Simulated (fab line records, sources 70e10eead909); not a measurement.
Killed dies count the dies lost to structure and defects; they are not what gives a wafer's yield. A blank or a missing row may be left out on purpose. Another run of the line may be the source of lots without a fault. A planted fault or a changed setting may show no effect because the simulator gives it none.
Which tool did it? :: flow nand harc :: 6 lots, 18 wafers sampled, at 4 steps of a route of 1302

== WHAT THE GAUGES SHOWED, per wafer ==
NHARC_A_ONON_D1_THK_MEAS_14: measures by ellipsometry.
lot: L747
measured: day 8 08:07
on: film metro-01
thk nm (nm): 996 997 997

lot: L748
measured: day 8 23:51
on: film metro-02
thk nm (nm): 997 998 997

lot: L755
measured: day 12 00:52
on: film metro-02
thk nm (nm): 1535 1534 1531

lot: L761
measured: day 14 12:40
on: film metro-01
thk nm (nm): 994 993 993

lot: L765
measured: day 16 01:28
on: film metro-02
thk nm (nm): 1006 1009 1008

lot: L767
measured: day 16 21:54
on: film metro-01
thk nm (nm): 987 986 987

== WHICH TOOL RAN EACH LOT (tool, then ch and the chambers of the sampled wafers, then the start) ==
lot: L747
NHARC_A_ZERO_WELL_ETCH_19: rie diel-12 ch 1,2,3, day 7 07:57
NHARC_A_ZERO_WELL_RTA_16: rtp anneal-01 ch 0, day 7 08:58
NHARC_A_ONON_D1_DEP_12: pecvd onon-02 ch 0, day 8 07:37

lot: L748
NHARC_A_ZERO_WELL_ETCH_19: rie diel-12 ch 1,2,3, day 7 21:03
NHARC_A_ZERO_WELL_RTA_16: rtp anneal-01 ch 0, day 7 22:04
NHARC_A_ONON_D1_DEP_12: pecvd onon-04 ch 0, day 8 23:20

lot: L755
NHARC_A_ZERO_WELL_ETCH_19: rie diel-12 ch 1,3, day 10 23:33
NHARC_A_ZERO_WELL_RTA_16: rtp anneal-02 ch 0, day 11 00:34
NHARC_A_ONON_D1_DEP_12: pecvd onon-04 ch 0, day 12 00:22

lot: L761
NHARC_A_ZERO_WELL_ETCH_19: rie diel-12 ch 0,1,3, day 13 12:14
NHARC_A_ZERO_WELL_RTA_16: rtp anneal-02 ch 0, day 13 13:19
NHARC_A_ONON_D1_DEP_12: pecvd onon-02 ch 0, day 14 12:10

lot: L765
NHARC_A_ZERO_WELL_ETCH_19: rie diel-12 ch 1,2,3, day 15 01:02
NHARC_A_ZERO_WELL_RTA_16: rtp anneal-01 ch 0, day 15 02:04
NHARC_A_ONON_D1_DEP_12: pecvd onon-03 ch 0, day 16 00:58

lot: L767
NHARC_A_ZERO_WELL_ETCH_19: rie diel-12 ch 0,1, day 15 21:26
NHARC_A_ZERO_WELL_RTA_16: rtp anneal-02 ch 0, day 15 22:29
NHARC_A_ONON_D1_DEP_12: pecvd onon-04 ch 0, day 16 21:27
- NHARC_A_ZERO_WELL_ETCH_19: etches the open film in N2/H2, target depth 80 nm, overetch 24 nm, time 87.88 s.
- NHARC_A_ZERO_WELL_RTA_16: time 10 s.
- NHARC_A_ONON_D1_DEP_12: target thk 1000 nm.

== THE ANSWER, worked out from the rows above alone ==
Rule: the lots themselves supply what counts as usual. The widest of any qualifying gaps counts: lots, ordered by their means at a reading, are off when they make up no more than a third of the lots, leave a main group of 4 or more, and stand apart from it by 3 or more times the standard deviation of that group's means. Not used: any main group whose means are identical at the precision the tables above print for the reading. Also off: a lot with no number at a reading for which 4 or more lots have one. All remaining lots with rows at the step are treated as sound.
Off, at NHARC_A_ONON_D1_THK_MEAS_14 on thk nm: L755. For the main group the mean is 996 nm and the standard deviation 6.8.
If a tool, at a process step before that reading, ran all the lots that are off and no sound lot after the first of them, it fits. Gauges at NHARC_A_ONON_D1_THK_MEAS_14: tried the same way as those tools. No candidate that was tried fits.

== WHAT WAS PUT IN BY THE SIMULATOR ==
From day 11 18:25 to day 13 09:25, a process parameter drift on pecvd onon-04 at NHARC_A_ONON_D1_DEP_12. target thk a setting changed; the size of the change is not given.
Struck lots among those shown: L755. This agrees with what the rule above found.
